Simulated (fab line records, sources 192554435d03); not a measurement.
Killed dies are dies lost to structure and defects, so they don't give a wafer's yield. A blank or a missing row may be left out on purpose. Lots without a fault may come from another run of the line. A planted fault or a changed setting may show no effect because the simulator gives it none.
fab line records | flow n5_finfet
record lots=12 wafers=33 last_day=18
route steps=1938 shown BEOL_M8@1379 BEOL_M9@1404
lots that met no fault: from a run of the same line without faults
start_h: hours from the record's first day to the start of the lot's first wafer shown | wait_h: hours since the lot's step before | " the same as in the row above | L1.1+2: a row that stands for several wafers | - no value, or no start given | * or withheld: withheld | < > ~ a bound
route shown NAME@n: a module of which the file shows steps, and the number in the route of the first | usual: mean/standard deviation of fault-free wafers | same: alike in all rows | chamber/n: place in a boat | sites: the reading at each site | _std_site: their standard deviation | _edge_site: outer sites' mean less inner sites' | radius_mm: how far each site lies from the wafer's centre | mask NAME#n: copy n | behind: the tool/chamber that last shaped the wafer | hold: why the lot was held/for how many hours/how that ended | device: the transistor (n, p or np) that didn't switch | end of line: the same wafers' tests at the end of the route | a step without rows: its recipe alone | killed: dies lost to structure and defects at the first sort, not the wafer's yield | map: a wafer's dies, x killed, . not, _ none there
set.NAME: the setting as run; set.NAME@STEP: as run at that earlier step | model.NAME: the simulator's own value behind a step, which no gauge read
steps of the route over a sample of lots; a table a step, a row a wafer
services: from which hour (start_h, from the record's first day; less than 0 if before it) a tool's chamber was out of use, for how many hours, and why
## steps
# step N5_BEOL_M8_STRIP_80
# recipe chemistry=N2/H2 time_s=10 power_w=450 temp_c=40 pressure_mtorr=20 rf_frequency_hz=6e+07 bias_power_w=7 n2_flow_sccm=200 h2_flow_sccm=200
# usual drypump_motor_current_A=5.7/0.41 oes_product_au=0.84/0.082 rf_vpp_V=59.3/0.91 showerhead_plenum_p_Torr=2.57/0.067 throttle_valve_pct=23.5/0.32
# columns lot.wafer tool chamber start_h wait_h drypump_motor_current_A oes_product_au rf_hours_counter_h rf_vpp_V showerhead_plenum_p_Torr throttle_valve_pct
L914.1 rie_diel-04 2 - - 5.8 0.81 120 59.8 2.65 23.4
L914.2 " 3 " " 5.4 0.71 243 58.2 2.49 23.6
L914.4 " 0 " " 5.3 0.95 1 59.8 2.59 23.3
L916.2 rie_diel-04 2 - - 5.8 0.81 120 61.5 2.65 23.4
L916.5 " 3 " " 5.3 0.72 - 58.9 2.49 23.6
L916.6 " 0 " " 5.4 0.96 - 59.4 2.58 23.3
L915.2 rie_diel-06 0 - - 5.4 0.67 228 59.3 2.39 23.5
L915.3 " 3 " " 5.7 0.88 40 60.5 2.59 23.3
L918.3 rie_diel-04 0 - - 5.3 0.92 10 60.1 2.58 23.3
L918.4 " 0 " " 5.3 0.91 - 59.0 2.58 23.3
L918.6 " 2 " " 5.8 0.80 - 57.4 2.64 23.4
L921.3 rie_diel-04 2 - - 5.9 0.79 142 59.2 2.64 23.4
L921.4 " 1 " " 5.4 0.97 - 58.8 2.62 24.0
L921.6 " 2 " " 5.9 0.79 - 58.4 2.64 23.4
L917.1 rie_diel-05 2 - - 5.7 0.74 156 59.5 2.66 24.0
L917.4 " 0 " " 5.4 0.85 - 60.7 2.50 24.0
L917.5 " 2 " " 5.7 0.73 - 58.9 2.66 24.0
L922.5 rie_diel-06 3 - - 5.7 0.86 - 58.8 2.59 23.4
L922.6 " 2 " " 6.4 0.87 - 59.5 2.57 23.2
L924.1 rie_diel-06 3 - - 5.7 0.85 59 59.3 2.58 23.4
L924.2 " 0 " " 5.3 0.67 246 59.1 2.38 23.5
L924.6 " 1 " " 6.5 0.90 - 60.1 2.57 23.1
L927.1 rie_diel-05 0 - - 5.4 0.83 59 58.6 2.49 24.0
L927.2 " 2 " " 5.7 0.72 171 59.0 2.66 24.0
L927.3 " 1 " " 6.1 0.83 81 58.6 2.57 23.3
L926.2 rie_diel-05 2 - - 5.7 0.73 174 58.6 2.66 24.0
L926.3 " 1 " " 6.1 0.83 84 59.5 2.57 23.3
L926.6 " 0 " " 5.4 0.83 - 58.7 2.49 24.0
L929.1 rie_diel-06 1 - - 6.5 0.88 47 58.2 2.57 23.1
L929.3 " 0 " " 5.3 1.00 1 60.5 2.69 23.3
L929.5 " 2 " " 6.4 0.84 - 58.8 2.56 23.2
L936.2 rie_diel-06 0 - - 5.4 0.96 11 58.4 2.69 23.3
L936.4 " 1 " " 6.5 0.86 58 58.2 2.56 23.1
# step N5_BEOL_M9_PECVD_70
# recipe material=SiO2 target_thk_a=200 temp_c=400 precursor=TEOS/O2 pressure_torr=5.5 rf_w=450 teos_flow_sccm=53.8 gas=O2 flow_sccm=3000 time_s=22.7
# usual heater_power_w=750/100 showerhead_plenum_p_Torr=8.80/0.056 throttle_valve_pct=22.3/0.61
# columns lot.wafer tool chamber start_h wait_h heater_power_w showerhead_plenum_p_Torr throttle_valve_pct
L914.1 pecvd-04 0 218.48 0.0 881 8.80 21.9
L914.2 " 2 " " 698 8.88 21.4
L914.4 " 0 " " 871 8.79 22.0
L916.2 pecvd-02 1 220.93 0.0 929 8.87 22.2
L916.5 " 2 " " 659 8.83 22.1
L916.6 " 0 " " 797 8.78 22.3
L915.2 pecvd-02 2 237.44 0.0 634 8.81 22.0
L915.3 " 1 " " 914 8.86 21.9
L918.3 pecvd-04 0 245.72 0.0 800 8.79 22.3
L918.4 " 2 " " 720 8.86 22.1
L918.6 " 0 " " 767 8.80 21.9
L921.3 pecvd-02 0 271.13 0.0 768 8.79 22.4
L921.4 " 1 " " 780 8.87 21.9
L921.6 " 2 " " 715 8.83 22.3
L917.1 pecvd-02 1 275.68 0.0 862 8.87 22.2
L917.4 " 1 " " 867 8.86 21.7
L917.5 " 0 " " 755 8.79 22.5
L922.5 pecvd-03 0 277.89 0.1 636 8.74 22.4
L922.6 " 1 " " 683 8.67 23.2
L924.1 pecvd-04 2 296.28 0.0 692 8.83 22.1
L924.2 " 0 " " 889 8.81 21.9
L924.6 " 0 " " 892 8.81 22.1
L927.1 pecvd-02 0 307.36 0.0 787 8.78 22.3
L927.2 " 2 " " 728 8.81 22.2
L927.3 " 1 " " 964 8.89 22.1
L926.2 pecvd-03 0 314.91 0.0 580 8.77 22.6
L926.3 " 1 " " 761 8.66 23.4
L926.6 " 1 " " 760 8.64 23.3
L929.1 pecvd-03 0 325.76 0.0 686 8.78 22.4
L929.3 " 1 " " 764 8.64 23.0
L929.5 " 0 " " 709 8.78 22.4
L936.2 pecvd-02 1 356.81 0.0 850 8.85 21.9
L936.4 " 0 " " 814 8.77 22.4
# step N5_BEOL_M9_COAT_05
# recipe resist=CAR-ArF spin_rpm=1500 resist_thk_nm=90
# usual spin_speed_rpm=1500.0/0.96
# columns lot.wafer tool chamber start_h wait_h spin_speed_rpm
L914.1 litho_track-05 0 219.65 - 1498.8
L914.2 " 0 " " 1499.8
L914.4 " 0 " " 1500.4
L916.2 litho_track-05 0 224.31 - 1499.8
L916.5 " 0 " " 1499.4
L916.6 " 0 " " 1500.2
L915.2 litho_track-04 0 238.71 - 1500.7
L915.3 " 0 " " 1499.6
L918.3 litho_track-04 0 245.91 - 1500.9
L918.4 " 0 " " 1501.3
L918.6 " 0 " " 1500.6
L921.3 litho_track-05 0 271.99 - 1498.6
L921.4 " 0 " " 1499.7
L921.6 " 0 " " 1499.3
L917.1 litho_track-05 0 276.11 - 1502.2
L917.4 " 0 " " 1501.0
L917.5 " 0 " " 1500.4
L922.5 litho_track-04 0 278.84 - 1498.7
L922.6 " 0 " " 1499.4
L924.1 litho_track-05 0 298.50 - 1500.6
L924.2 " 0 " " 1500.1
L924.6 " 0 " " 1501.6
L927.1 litho_track-04 0 308.22 - 1754.8
L927.2 " 0 " " 1753.8
L927.3 " 0 " " 1754.5
L926.2 litho_track-04 0 316.59 - 1755.2
L926.3 " 0 " " 1754.4
L926.6 " 0 " " 1754.4
L929.1 litho_track-05 0 326.88 - 1499.7
L929.3 " 0 " " 1501.0
L929.5 " 0 " " 1500.8
L936.2 litho_track-05 0 359.41 - 1499.9
L936.4 " 0 " " 1500.2
# step N5_BEOL_M9_STRIP_67
# recipe chemistry=CF4 resist=SiARC power_w=300 bias_power_w=75 pressure_mtorr=50 cf4_flow_sccm=150 rf_frequency_hz=6e+07
# usual drypump_motor_current_A=6.0/0.43 oes_product_au=0.80/0.084 rf_vpp_V=271.0/1.4 showerhead_plenum_p_Torr=1.79/0.056 throttle_valve_pct=13.59/0.23
# columns lot.wafer tool chamber start_h wait_h drypump_motor_current_A oes_product_au rf_hours_counter_h rf_vpp_V showerhead_plenum_p_Torr throttle_valve_pct
L914.1 rie_diel-01 0 220.45 0.0 6.2 0.92 19 271.4 1.83 13.25
L914.2 " 2 " " 6.0 0.72 175 272.9 1.85 13.78
L914.4 " 1 " " 6.0 0.90 38 270.9 1.77 13.61
L916.2 rie_diel-03 0 224.87 0.0 5.2 0.79 123 271.6 1.81 13.58
L916.5 " 3 " " 6.4 0.70 - 271.5 1.87 13.82
L916.6 " 0 " " 5.2 0.78 - 270.1 1.81 13.58
L915.2 rie_diel-03 3 239.27 0.0 6.5 0.70 221 272.1 1.87 13.82
L915.3 " 2 " " 6.6 0.71 235 271.4 1.77 13.76
L918.3 rie_diel-03 2 246.59 0.0 6.6 0.70 237 270.6 1.77 13.75
L918.4 " 1 " " 5.9 0.91 - 270.7 1.74 13.27
L918.6 " 2 " " 6.6 0.70 - 271.0 1.77 13.75
L921.3 rie_diel-01 3 272.55 0.0 5.9 0.70 224 271.2 1.79 13.83
L921.4 " 2 " " 6.0 0.71 190 272.0 1.84 13.83
L921.6 " 2 " " 6.0 0.71 - 274.5 1.84 13.82
L917.1 rie_diel-03 1 276.67 0.0 5.9 0.89 36 270.7 1.74 13.29
L917.4 " 2 " " 6.6 0.69 - 269.6 1.77 13.79
L917.5 " 0 " " 5.2 0.78 - 270.1 1.80 13.60
L922.5 rie_diel-01 1 279.88 0.0 6.1 0.87 - 271.5 1.77 13.67
L922.6 " 0 " " 6.2 0.88 - 272.8 1.82 13.30
L924.1 rie_diel-02 3 299.34 0.0 5.9 0.72 211 269.0 1.72 13.60
L924.2 " 0 " " 6.6 0.83 86 272.8 1.82 13.30
L924.6 " 0 " " 6.6 0.82 - 270.8 1.82 13.30
L927.1 rie_diel-03 3 308.99 0.0 6.4 0.69 239 272.1 1.86 13.86
L927.2 " 1 " " 5.9 0.87 49 270.7 1.74 13.33
L927.3 " 0 " " 5.2 0.77 152 271.2 1.80 13.63
L926.2 rie_diel-02 1 317.28 0.0 5.7 0.71 202 269.5 1.72 14.08
L926.3 " 2 " " 5.7 0.90 30 273.8 1.92 13.67
L926.6 " 3 " " 5.9 0.72 - 269.3 1.72 13.62
L929.1 rie_diel-03 0 327.43 0.0 5.3 0.76 158 271.7 1.80 13.64
L929.3 " 1 " " 5.8 0.87 56 272.1 1.73 13.35
L929.5 " 1 " " 5.8 0.86 - 270.7 1.73 13.35
L936.2 rie_diel-02 2 360.09 0.0 5.7 0.89 45 274.2 1.92 13.71
L936.4 " 3 " " 5.8 0.72 231 269.1 1.72 13.64
## services
# columns tool chamber start_h hours kind
rie_diel-01 1 203.57 9.8 repair
rie_diel-05 - 205.16 0.7 repair
pecvd-04 1 210.67 3.4 repair
pecvd-02 1 213.54 5.5 scheduled_down
rie_diel-05 - 218.37 0.1 repair
rie_diel-05 3 242.46 40.9 repair
pecvd-03 0 243.03 4.9 repair
rie_diel-04 1 252.29 3.0 repair
rie_diel-01 3 254.41 9.7 repair
rie_diel-02 3 255.88 9.2 repair
rie_diel-03 3 274.13 5.8 repair
rie_diel-01 3 275.10 4.1 repair
rie_diel-06 2 275.94 2.5 repair
rie_diel-03 2 283.09 - clean
rie_diel-03 2 283.09 - consumable_replace:focus_ring
rie_diel-03 2 283.09 32.6 scheduled_down
rie_diel-03 2 283.09 32.6 vent_cycle
rie_diel-03 0 311.45 3.0 repair
rie_diel-02 1 338.28 8.1 repair
rie_diel-03 3 340.36 - clean
rie_diel-03 3 340.36 - consumable_replace:esc
rie_diel-03 3 340.36 - consumable_replace:focus_ring
rie_diel-03 3 340.36 23.1 scheduled_down
rie_diel-03 3 340.36 23.1 vent_cycle
## key
first_sign step=N5_BEOL_M9_COAT_05 reading=spin_speed_rpm direction=up sigmas=99+ usual=* struck=*
effect none on later readings
met_at N5_BEOL_M9_COAT_05
struck_lots L926,L927
not_acting_at N5_BEOL_M8_STRIP_80,N5_BEOL_M9_PECVD_70,N5_BEOL_M9_STRIP_67
onset_between 278.84 308.22
fault kind=process_parameter_drift tool=litho_track-04 chamber=- onset_h=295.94 steps=N5_BEOL_M9_COAT_05 channel=spin_rpm offset=* shape=step end_h=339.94 acts_in=* stated=*
